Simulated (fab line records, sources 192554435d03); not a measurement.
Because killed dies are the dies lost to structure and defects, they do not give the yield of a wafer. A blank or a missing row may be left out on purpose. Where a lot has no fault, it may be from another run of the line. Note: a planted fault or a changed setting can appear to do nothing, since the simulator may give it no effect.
fab line records + flow n5_finfet
record:
- lots: 11
- wafers: 30
- last_day: 19
route steps=1938 shown MIM_BOT_LITHO@1864 MIM_BOT_ETCH@1869 TV_LITHO@1886 PASSIVATION@1915
lots untouched by any fault: they come from a run of this same line in which no faults occurred
start_h: start of the lot's first displayed wafer, in hours after the record's first day + wait_h: hours from the lot's prior step to this one + " unchanged from the row above + L1.1+2: several wafers, shown together as one row + - no value present, or no start provided + * or withheld: withheld + < > ~ a bound
route shown NAME@n: NAME is a module with steps in the file, n the number in the route of the first one + usual: the fault-free wafers' mean and standard deviation + same: alike in all rows + chamber/n: place in a boat + sites: readings site by site + _std_site: the values' standard deviation + _edge_site: inner sites' mean taken away from outer sites' mean + radius_mm: how far each site lies from the wafer's centre + mask NAME#n: copy n + behind: the most recent tool/chamber to have shaped the wafer + hold: cause of the lot's hold/its duration in hours/its outcome + device: whichever transistor did not switch (one of n, p or np) + end of line: tests run on the same wafers once the route is complete + a step without rows: its recipe alone + killed: at the first sort, the dies lost to defects and structure; wafer yield is something else + map: dies across one wafer; x = killed, . = not, _ = none there
set.NAME: the setting the step ran with; set.NAME@STEP: the setting that earlier step ran with + model.NAME: the simulator's own value behind a step, which no gauge read
steps of the route over a sample of lots; a table a step, a row a wafer
services: a tool's chamber out of use, with start hour (start_h, from the record's first day; less than 0 if before it), hours out, and reason
== steps ==
step: N5_MIM_BOT_LITHO_INSPECT_12
recipe:
- mode: adi
- inspect_instrument: macro
usual:
- raw_defect_count: 1.9/1.4
| lot.wafer | tool              | chamber | start_h | wait_h | raw_defect_count |
|-----------|-------------------|---------|---------|--------|------------------|
| L253.1    | defect_inspect-01 | -       | 288.90  | 0.0    | 2                |
| L253.2    | "                 | -       | "       | "      | 1                |
| L253.6    | "                 | -       | "       | "      | 1                |
| L255.1    | defect_inspect-02 | -       | 291.81  | 0.0    | 0                |
| L255.2    | "                 | -       | "       | "      | 3                |
| L255.6    | "                 | -       | "       | "      | 1                |
| L254.2    | defect_inspect-02 | -       | 296.22  | 0.0    | 1                |
| L254.3    | "                 | -       | "       | "      | 3                |
| L254.4    | "                 | -       | "       | "      | 1                |
| L258.2    | defect_inspect-01 | -       | 304.87  | 0.0    | 1                |
| L258.3    | "                 | -       | "       | "      | 2                |
| L258.5    | "                 | -       | "       | "      | 1                |
| L260.1    | defect_inspect-01 | -       | 310.67  | 0.0    | 0                |
| L260.2    | "                 | -       | "       | "      | 1                |
| L259.2    | defect_inspect-02 | -       | 321.96  | 0.0    | 3                |
| L259.5    | "                 | -       | "       | "      | 3                |
| L259.6    | "                 | -       | "       | "      | 1                |
| L265.2    | defect_inspect-02 | -       | 344.73  | 0.0    | 2                |
| L265.3    | "                 | -       | "       | "      | 2                |
| L265.6    | "                 | -       | "       | "      | 1                |
| L268.3    | defect_inspect-01 | -       | 373.51  | 0.0    | 1                |
| L268.4    | "                 | -       | "       | "      | 1                |
| L272.1    | defect_inspect-01 | -       | 401.51  | 0.0    | 3                |
| L272.3    | "                 | -       | "       | "      | 1                |
| L272.4    | "                 | -       | "       | "      | 3                |
| L274.1    | defect_inspect-01 | -       | 409.70  | 0.0    | 0                |
| L274.2    | "                 | -       | "       | "      | 1                |
| L274.5    | "                 | -       | "       | "      | 1                |
| L273.4    | defect_inspect-02 | -       | 436.10  | 0.0    | 4                |
| L273.5    | "                 | -       | "       | "      | 4                |
step: N5_MIM_BOT_ETCH_STRIP_01
recipe:
- chemistry: O2
- power_w: 600
- temp_c: 60
- pressure_mtorr: 30
- rf_frequency_hz: 6e+07
- bias_power_w: 0
- overash_fraction: 0.5
- o2_flow_sccm: 225
usual:
- drypump_motor_current_A: 6.0/0.39
- oes_product_au: 0.77/0.085
- rf_vpp_V: 3.5/1.3
- showerhead_plenum_p_Torr: 2.09/0.065
- throttle_valve_pct: 16.77/0.23
| lot.wafer | tool        | chamber | start_h | wait_h | drypump_motor_current_A | oes_product_au | rf_hours_counter_h | rf_vpp_V | showerhead_plenum_p_Torr | throttle_valve_pct |
|-----------|-------------|---------|---------|--------|-------------------------|----------------|--------------------|----------|--------------------------|--------------------|
| L253.1    | rie_diel-01 | 3       | 289.39  | 0.1    | 6.1                     | 0.94           | 4                  | 4.2      | 2.08                     | 16.67              |
| L253.2    | "           | 2       | "       | "      | 6.3                     | 0.86           | 72                 | 4.8      | 2.13                     | 16.84              |
| L253.6    | "           | 1       | "       | "      | 6.0                     | 0.68           | -                  | 5.8      | 1.97                     | 16.68              |
| L255.1    | rie_diel-06 | 1       | 292.30  | 0.1    | 6.5                     | 0.94           | 17                 | 5.4      | 2.11                     | 16.39              |
| L255.2    | "           | 2       | "       | "      | 5.3                     | 0.71           | 234                | 5.4      | 2.07                     | 16.72              |
| L255.6    | "           | 0       | "       | "      | 5.8                     | 0.75           | -                  | 4.5      | 2.19                     | 16.79              |
| L254.2    | rie_diel-06 | 2       | 296.65  | 0.1    | 5.3                     | 0.71           | 235                | 6.7      | 2.07                     | 16.71              |
| L254.3    | "           | 3       | "       | "      | 5.3                     | 0.78           | 78                 | 2.2      | 2.13                     | 16.70              |
| L254.4    | "           | 0       | "       | "      | 5.7                     | 0.76           | 161                | 2.3      | 2.19                     | 16.79              |
| L258.2    | rie_diel-03 | 1       | 305.49  | 0.3    | 5.4                     | 0.77           | 115                | 4.8      | 2.11                     | 16.91              |
| L258.3    | "           | 2       | "       | "      | 5.4                     | 0.70           | 223                | 6.3      | 2.04                     | 16.40              |
| L258.5    | "           | 1       | "       | "      | 5.5                     | 0.76           | -                  | 2.5      | 2.11                     | 16.88              |
| L260.1    | rie_diel-01 | 0       | 311.09  | 0.1    | 6.4                     | 0.73           | 189                | 3.7      | 2.17                     | 16.89              |
| L260.2    | "           | 3       | "       | "      | 6.2                     | 0.93           | 12                 | 3.1      | 2.07                     | 16.67              |
| L259.2    | rie_diel-01 | 2       | 322.38  | 0.1    | 6.2                     | 0.84           | 83                 | 2.7      | 2.13                     | 16.81              |
| L259.5    | "           | 2       | "       | "      | 6.2                     | 0.84           | -                  | 5.6      | 2.13                     | 16.88              |
| L259.6    | "           | 0       | "       | "      | 6.4                     | 0.73           | -                  | 4.7      | 2.17                     | 16.82              |
| L265.2    | rie_diel-01 | 2       | 345.15  | 0.1    | 6.2                     | 0.82           | 92                 | 1.4      | 2.12                     | 16.82              |
| L265.3    | "           | 1       | "       | "      | 5.9                     | 0.68           | -                  | 2.5      | 1.97                     | 16.73              |
| L265.6    | "           | 2       | "       | "      | 6.2                     | 0.80           | -                  | 5.0      | 2.12                     | 16.89              |
| L268.3    | rie_diel-03 | 2       | 374.01  | 0.1    | 5.4                     | 0.68           | 243                | 1.1      | 2.03                     | 16.45              |
| L268.4    | "           | 3       | "       | "      | 6.3                     | 0.78           | 143                | 2.3      | 2.00                     | 16.31              |
| L272.1    | rie_diel-03 | 0       | 401.93  | 0.1    | 6.1                     | 0.65           | 250                | 2.7      | 2.10                     | 17.38              |
| L272.3    | "           | 3       | "       | "      | 6.3                     | 0.79           | 152                | 5.1      | 1.99                     | 16.34              |
| L272.4    | "           | 0       | "       | "      | 6.1                     | 0.65           | -                  | 5.0      | 2.10                     | 17.31              |
| L274.1    | rie_diel-06 | 1       | 410.12  | 0.1    | 6.5                     | 0.85           | 66                 | 4.1      | 2.09                     | 16.45              |
| L274.2    | "           | 3       | "       | "      | 5.3                     | 0.75           | 118                | 3.6      | 2.11                     | 16.81              |
| L274.5    | "           | 0       | "       | "      | 5.7                     | 0.71           | -                  | 3.1      | 2.17                     | 16.86              |
| L273.4    | rie_diel-06 | 2       | 436.54  | 0.1    | 5.4                     | 0.97           | 10                 | 2.0      | 2.06                     | 16.39              |
| L273.5    | "           | 2       | "       | "      | 5.4                     | 0.97           | -                  | 3.9      | 2.06                     | 16.31              |
step: N5_PASSIVATION_DESCUM_12
recipe:
- chemistry: O2
- time_s: 7.9
- source_power_w: 50
- bias_power_w: 20
- pressure_mtorr: 20
- rf_frequency_hz: 2.712e+07
- temp_c: 40
- o2_flow_sccm: 225
usual:
- drypump_motor_current_A: 5.6/0.42
- oes_product_au: 0.81/0.092
- rf_vpp_V: 243.5/1.3
- showerhead_plenum_p_Torr: 2.12/0.073
- throttle_valve_pct: 20.46/0.29
| lot.wafer | tool        | chamber | start_h | wait_h | drypump_motor_current_A | oes_product_au | rf_hours_counter_h | rf_vpp_V | showerhead_plenum_p_Torr | throttle_valve_pct |
|-----------|-------------|---------|---------|--------|-------------------------|----------------|--------------------|----------|--------------------------|--------------------|
| L253.1    | rie_diel-02 | 1       | 290.43  | 0.0    | 5.9                     | 0.70           | 215                | 242.1    | 2.15                     | 20.67              |
| L253.2    | "           | 2       | "       | "      | 5.7                     | 0.93           | 14                 | 241.5    | 2.08                     | 20.64              |
| L253.6    | "           | 0       | "       | "      | 6.1                     | 0.71           | -                  | 240.8    | 2.07                     | 20.67              |
| L255.1    | rie_diel-02 | 3       | 294.47  | 0.0    | 5.4                     | 0.83           | 69                 | 243.6    | 2.22                     | 20.34              |
| L255.2    | "           | 1       | "       | "      | 5.9                     | 0.70           | 216                | 242.8    | 2.15                     | 20.67              |
| L255.6    | "           | 1       | "       | "      | 5.9                     | 0.70           | -                  | 244.6    | 2.15                     | 20.67              |
| L254.2    | rie_diel-02 | 3       | 299.61  | 0.0    | 5.4                     | 0.84           | 71                 | 246.1    | 2.22                     | 20.33              |
| L254.3    | "           | 1       | "       | "      | 5.8                     | 0.69           | 218                | 245.1    | 2.15                     | 20.67              |
| L254.4    | "           | 0       | "       | "      | 6.0                     | 0.72           | 226                | 243.2    | 2.07                     | 20.68              |
| L258.2    | rie_diel-05 | 3       | 308.81  | 0.1    | 5.3                     | 0.91           | 17                 | 242.8    | 2.07                     | 20.63              |
| L258.3    | "           | 0       | "       | "      | 6.4                     | 0.67           | 231                | 243.8    | 2.15                     | 20.80              |
| L258.5    | "           | 0       | "       | "      | 6.5                     | 0.68           | -                  | 243.4    | 2.15                     | 20.82              |
| L260.1    | rie_diel-05 | 2       | 313.67  | 0.3    | 5.8                     | 0.84           | 60                 | 242.5    | 2.02                     | 20.05              |
| L260.2    | "           | 3       | "       | "      | 5.2                     | 0.91           | 20                 | 242.4    | 2.07                     | 20.63              |
| L259.2    | rie_diel-04 | 3       | 325.07  | 0.0    | 5.0                     | 0.82           | 74                 | 242.7    | 2.08                     | 19.75              |
| L259.5    | "           | 3       | "       | "      | 5.0                     | 0.83           | -                  | 244.2    | 2.08                     | 19.77              |
| L259.6    | "           | 2       | "       | "      | 4.9                     | 0.77           | -                  | 242.2    | 2.13                     | 20.55              |
| L265.2    | rie_diel-04 | 3       | 346.20  | 0.1    | 5.0                     | 0.82           | 80                 | 243.7    | 2.08                     | 19.77              |
| L265.3    | "           | 1       | "       | "      | 6.2                     | 0.93           | 26                 | 244.7    | 2.25                     | 20.60              |
| L265.6    | "           | 0       | "       | "      | 5.2                     | 0.85           | -                  | 244.4    | 2.24                     | 20.25              |
| L268.3    | rie_diel-02 | 3       | 375.48  | 0.5    | 5.3                     | 0.81           | 91                 | 244.3    | 2.21                     | 20.37              |
| L268.4    | "           | 2       | "       | "      | 5.7                     | 0.88           | 38                 | 242.6    | 2.07                     | 20.69              |
| L272.1    | rie_diel-02 | 3       | 404.02  | 0.1    | 5.4                     | 0.80           | 100                | 244.8    | 2.21                     | 20.39              |
| L272.3    | "           | 1       | "       | "      | 5.8                     | 0.67           | 246                | 243.4    | 2.14                     | 20.71              |
| L272.4    | "           | 1       | "       | "      | 5.8                     | 0.67           | -                  | 244.5    | 2.14                     | 20.72              |
| L274.1    | rie_diel-02 | 0       | 412.63  | 0.1    | 6.0                     | 0.99           | 2                  | 243.0    | 2.06                     | 20.21              |
| L274.2    | "           | 3       | "       | "      | 5.4                     | 0.80           | 102                | 245.4    | 2.21                     | 20.38              |
| L274.5    | "           | 3       | "       | "      | 5.4                     | 0.79           | -                  | 245.2    | 2.21                     | 20.39              |
| L273.4    | rie_diel-04 | 3       | 440.89  | 0.2    | 5.0                     | 0.79           | 106                | 243.3    | 2.07                     | 19.84              |
| L273.5    | "           | 1       | "       | "      | 6.2                     | 0.89           | -                  | 246.1    | 2.24                     | 20.65              |
step: N5_PASSIVATION_PECVD_53
recipe:
- material: SiO2
- target_thk_a: 8000
- temp_c: 400
- precursor: TEOS/O2
- pressure_torr: 6.5
- rf_w: withheld
- teos_flow_sccm: withheld
- gas: O2
- flow_sccm: 2650
- time_s: 169.4
usual:
- susceptor_temp_C: 400.02/0.2
| lot.wafer | tool     | chamber | start_h | wait_h | susceptor_temp_C |
|-----------|----------|---------|---------|--------|------------------|
| L253.1    | pecvd-04 | 2       | 293.53  | 0.0    | 399.99           |
| L253.2    | "        | 0       | "       | "      | 400.22           |
| L253.6    | "        | 1       | "       | "      | 399.78           |
| L255.1    | pecvd-01 | 2       | 297.05  | 0.0    | 399.96           |
| L255.2    | "        | 0       | "       | "      | 399.85           |
| L255.6    | "        | 2       | "       | "      | 399.80           |
| L254.2    | pecvd-01 | 1       | 304.28  | 0.0    | 399.69           |
| L254.3    | "        | 2       | "       | "      | 399.94           |
| L254.4    | "        | 1       | "       | "      | 400.15           |
| L258.2    | pecvd-01 | 0       | 311.92  | 0.0    | 399.98           |
| L258.3    | "        | 1       | "       | "      | 400.13           |
| L258.5    | "        | 0       | "       | "      | 400.16           |
| L260.1    | pecvd-01 | 1       | 316.31  | 0.0    | 400.07           |
| L260.2    | "        | 0       | "       | "      | 399.78           |
| L259.2    | pecvd-02 | 1       | 328.04  | 0.0    | 399.95           |
| L259.5    | "        | 2       | "       | "      | 399.98           |
| L259.6    | "        | 0       | "       | "      | 400.35           |
| L265.2    | pecvd-01 | 0       | 350.02  | 0.0    | 400.23           |
| L265.3    | "        | 2       | "       | "      | 399.92           |
| L265.6    | "        | 2       | "       | "      | 400.00           |
| L268.3    | pecvd-01 | 0       | 378.15  | 0.1    | 429.82           |
| L268.4    | "        | 1       | "       | "      | 429.81           |
| L272.1    | pecvd-01 | 1       | 406.59  | 0.0    | 430.31           |
| L272.3    | "        | 2       | "       | "      | 429.65           |
| L272.4    | "        | 2       | "       | "      | 429.80           |
| L274.1    | pecvd-02 | 1       | 415.71  | 0.0    | 400.15           |
| L274.2    | "        | 2       | "       | "      | 399.76           |
| L274.5    | "        | 1       | "       | "      | 400.16           |
| L273.4    | pecvd-04 | 2       | 444.17  | 0.1    | 400.00           |
| L273.5    | "        | 1       | "       | "      | 400.13           |
step: N5_PASSIVATION_PROBE_49
usual:
- defect_limited_yield: 91.5/1.7
- killed_at_M0_to_M3: 33/11
- killed_at_M4_up: 13/5.2
- killed_at_contacts: 11/5.7
- killed_at_front_end: 39/11
- killed_at_other: 4/3
- killed_dies: 101/20
- killed_on_rim: 13/4.1
- killed_open: 66/15
- killed_short: 33/8.4
- sort_bin_4_leakage: 0.01/0.073
- sort_bin_5_function: 5.0/1.1
- sort_bin_6_memory: 3.2/0.69
- sort_bin_8_speed: 0.1/0.52
- sort_n_pass: 1078/20
- sort_yield_pct: 91.4/1.7
same:
- gross_dies: 1180
- killed_at_back_side: 0
| lot.wafer | tool      | chamber | start_h | wait_h | defect_limited_yield[%] | killed_at_M0_to_M3 | killed_at_M4_up | killed_at_contacts | killed_at_front_end | killed_at_other | killed_dies | killed_on_rim | killed_open | killed_short | sort_bin_4_leakage[%] | sort_bin_5_function[%] | sort_bin_6_memory[%] | sort_bin_8_speed[%] | sort_n_pass | sort_yield_pct[%] |
|-----------|-----------|---------|---------|--------|-------------------------|--------------------|-----------------|--------------------|---------------------|-----------------|-------------|---------------|-------------|--------------|-----------------------|------------------------|----------------------|---------------------|-------------|-------------------|
| L268.3    | prober-02 | -       | 382.12  | 0.1    | 91.5                    | 27                 | 14              | 9                  | 43                  | 7               | 100         | 8             | 56          | 44           | 0                     | 4.8                    | 3.1                  | 0                   | 1080        | 91.5              |
killed by level:class
L268.3 FIN_SAQP:geometric_particle:open=12 FIN_SAQP:geometric_particle:short=11 GATE_CUT:geometric_particle:short=9 MOL_CONTACT_COAG:geometric_particle:open=8 BEOL_M2:geometric_particle:open=7 BEOL_M0_SAQP:geometric_particle:short=7 PAD_METAL:geometric_particle:short=6 BEOL_M3:geometric_particle:open=5
== services ==
| tool        | chamber | start_h | hours | kind                          |
|-------------|---------|---------|-------|-------------------------------|
| rie_diel-02 | 2       | 266.68  | 5.1   | repair                        |
| rie_diel-06 | 3       | 307.81  | 6.7   | repair                        |
| pecvd-02    | 2       | 316.73  | 9.6   | repair                        |
| rie_diel-05 | -       | 319.34  | 2.8   | pm                            |
| rie_diel-04 | 0       | 324.21  | 1.2   | repair                        |
| rie_diel-01 | 3       | 330.01  | 15.9  | repair                        |
| rie_diel-02 | -       | 330.92  | 3.4   | repair                        |
| rie_diel-01 | 0       | 343.02  | 22.2  | repair                        |
| pecvd-02    | 2       | 347.48  | 3.2   | repair                        |
| rie_diel-06 | 2       | 359.48  | 33.0  | repair                        |
| pecvd-01    | 0       | 364.40  | 2.1   | scheduled_down                |
| pecvd-01    | 2       | 375.82  | 5.5   | scheduled_down                |
| pecvd-02    | 2       | 381.79  | 16.6  | repair                        |
| pecvd-02    | 1       | 391.10  | 3.5   | repair                        |
| rie_diel-02 | 0       | 391.11  | -     | clean                         |
| rie_diel-02 | 0       | 391.11  | -     | consumable_replace:focus_ring |
| rie_diel-02 | 0       | 391.11  | 14.1  | scheduled_down                |
| rie_diel-02 | 0       | 391.11  | 14.1  | vent_cycle                    |
| pecvd-01    | 0       | 396.71  | 5.5   | scheduled_down                |
| rie_diel-01 | 3       | 402.61  | 1.9   | repair                        |
| rie_diel-06 | 3       | 402.89  | 5.8   | repair                        |
| rie_diel-05 | 2       | 405.28  | 21.1  | repair                        |
| rie_diel-06 | 2       | 409.65  | 23.8  | repair                        |
| rie_diel-02 | -       | 417.06  | 2.8   | pm                            |
== key ==
first_sign:
- step: N5_PASSIVATION_PECVD_53
- reading: susceptor_temp_C
- direction: up
- sigmas: 99+
- usual: *
- struck: *
effect none on later readings
met_at N5_PASSIVATION_PECVD_53
struck_lots L268,L272
not_acting_at N5_MIM_BOT_LITHO_INSPECT_12,N5_MIM_BOT_ETCH_STRIP_01,N5_PASSIVATION_DESCUM_12
onset_between 350.02 378.15
fault:
- kind: process_parameter_drift
- tool: pecvd-01
- chamber: -
- onset_h: 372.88
- steps: N5_PASSIVATION_PECVD_53
- channel: temp_c
- offset: *
- shape: step
- end_h: 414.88
- acts_in: *
- stated: *
